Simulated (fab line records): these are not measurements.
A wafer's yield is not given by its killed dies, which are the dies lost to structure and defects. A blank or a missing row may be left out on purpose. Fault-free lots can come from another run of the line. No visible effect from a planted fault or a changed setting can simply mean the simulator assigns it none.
Split-lot experiment	flow n5 finfet	21 wafers read from 7 lots, route of 1938 steps

## THE SPLIT ITSELF
At N5_BEOL_M15_EXPOSE_07 (exposes mask V14), the setting dose mj was moved away from the recipe's 41.25 on 9 of the 21 wafers read, by -7.0% to +5.9%. For the rest of the wafers, this setting stayed at what the recipe calls for.

## FROM THE SPLIT TO THE READING: what the file shows between them, 11 steps
- N5_BEOL_M15_PEB_08: peb time 90 s
- N5_BEOL_M15_DEVELOP_09: develop time 45 s
- N5_BEOL_M15_HARDBAKE_14: time 120 s
- N5_BEOL_M15_CD_MEAS_10: target cd 360 nm
- N5_BEOL_M15_DESCUM_15: chemistry O2, time 7.9 s
- N5_BEOL_M15_ETCH_59: etches BARC in N2/H2, target depth 89 nm, overetch 26.7 nm, time 67.9 s
- N5_BEOL_M15_VIA_ETCH_16: etches SiO2 in C4F8/O2/Ar, target depth 1792.2 nm
- N5_BEOL_M15_STRIP_63: strips in O2
- N5_BEOL_M15_STRIP_64: strips in O2
- N5_BEOL_M15_STRIP_65: strips in post etch residue remover, time 60 s
- N5_BEOL_M15_SRD_66: time 30 s, dry time 30 s

## THE READING
cd nm, in nm, at N5_BEOL_M15_CD_MEAS_17 (target cd 360 nm). Fault-free wafers of this fab line usually give 360.6 nm, standard deviation 1.3 nm.

wafer	tool, chamber at the split	dose mj as run	against the recipe	cd nm, nm	against lot-mates on the recipe
L078.1	krf scanner-02, 0	41.25	recipe	358.9	-
L078.3	krf scanner-02, 0	38.36	-7.0%	349.3	-9.6
L078.6	krf scanner-02, 0	38.36	-7.0%	350.1	-8.8
L083.1	krf scanner-02, 0	41.25	recipe	360.5	-
L083.2	krf scanner-02, 0	41.25	recipe	358.6	-
L083.6	krf scanner-02, 0	41.25	recipe	360.4	-
L088.4	krf scanner-02, 0	43.04	+4.3%	366.0	no lot-mate on the recipe
L088.5	krf scanner-02, 0	43.04	+4.3%	367.8	no lot-mate on the recipe
L088.6	krf scanner-02, 0	43.04	+4.3%	368.1	no lot-mate on the recipe
L089.1	krf scanner-01, 0	41.25	recipe	360.0	-
L089.3	krf scanner-01, 0	39.32	-4.7%	352.3	-7.8
L089.5	krf scanner-01, 0	41.25	recipe	360.1	-
L093.1	krf scanner-01, 0	41.25	recipe	361.6	-
L093.3	krf scanner-01, 0	41.25	recipe	361.6	-
L093.6	krf scanner-01, 0	38.74	-6.1%	350.6	-11.0
L094.1	krf scanner-01, 0	40.2	-2.5%	357.2	-4.6
L094.2	krf scanner-01, 0	41.25	recipe	362.9	-
L094.5	krf scanner-01, 0	41.25	recipe	360.7	-
L096.1	krf scanner-01, 0	41.25	recipe	359.2	-
L096.2	krf scanner-01, 0	41.25	recipe	359.7	-
L096.5	krf scanner-01, 0	43.68	+5.9%	369.9	+10.4

FIT RESULTS
A straight line over all 21 wafers: cd nm changes by +1.58 nm for each +1% of dose mj; r = +0.98; the points scatter about the line by 1.1 nm.
The same after taking each lot's own level away (the mean of its wafers on the recipe; 18 wafers): +1.55 nm for each +1%; r = +0.98; scatter 0.98 nm.
According to that fit, moving dose mj by its largest amount changes the reading by 11 nm.
The span of the lots' own levels, 358.90 to 361.80 nm, comes to 2.2 times the standard deviation stated above.
The two slopes are in agreement: the lot-to-lot level therefore moves the slope only a little.
Check: for one of the wafers moved furthest among these (-7.0%), held out of the fit, the line's prediction against its lot-mates is -11.2 nm. It came out at -9.6 nm against them.

## OTHER SPLITS APPLIED TO THESE WAFERS
Before the reading, these wafers also passed through other splits. Each is held against what the fit with the lots' levels taken away leaves over:
other split on the same wafers	wafers away from the commonest value	r with cd nm (lot level and that fit taken away)
N5_BEOL_M14_ILD_DEP_00 time s	10	+0.22
N5_BEOL_M14_EXPOSE_07 dose mj	5	+0.61
N5_BEOL_M15_ILD_DEP_00 temp c	12	+0.16

## THE WHOLE CHAIN: every reading that the file lists as answering this split, in the file's order
step	what it does	reading	change (the file's fit)	r (the file's)
N5_BEOL_M15_CD_MEAS_10	target cd 360 nm	cd nm	+1.61 nm for each +1% of the setting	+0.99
N5_BEOL_M15_CD_MEAS_17	target cd 360 nm	cd nm	+1.62 nm for each +1% of the setting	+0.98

## THE FILE'S OWN FIT
cd nm changes by +1.62 nm for each +1% of dose mj, r = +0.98.
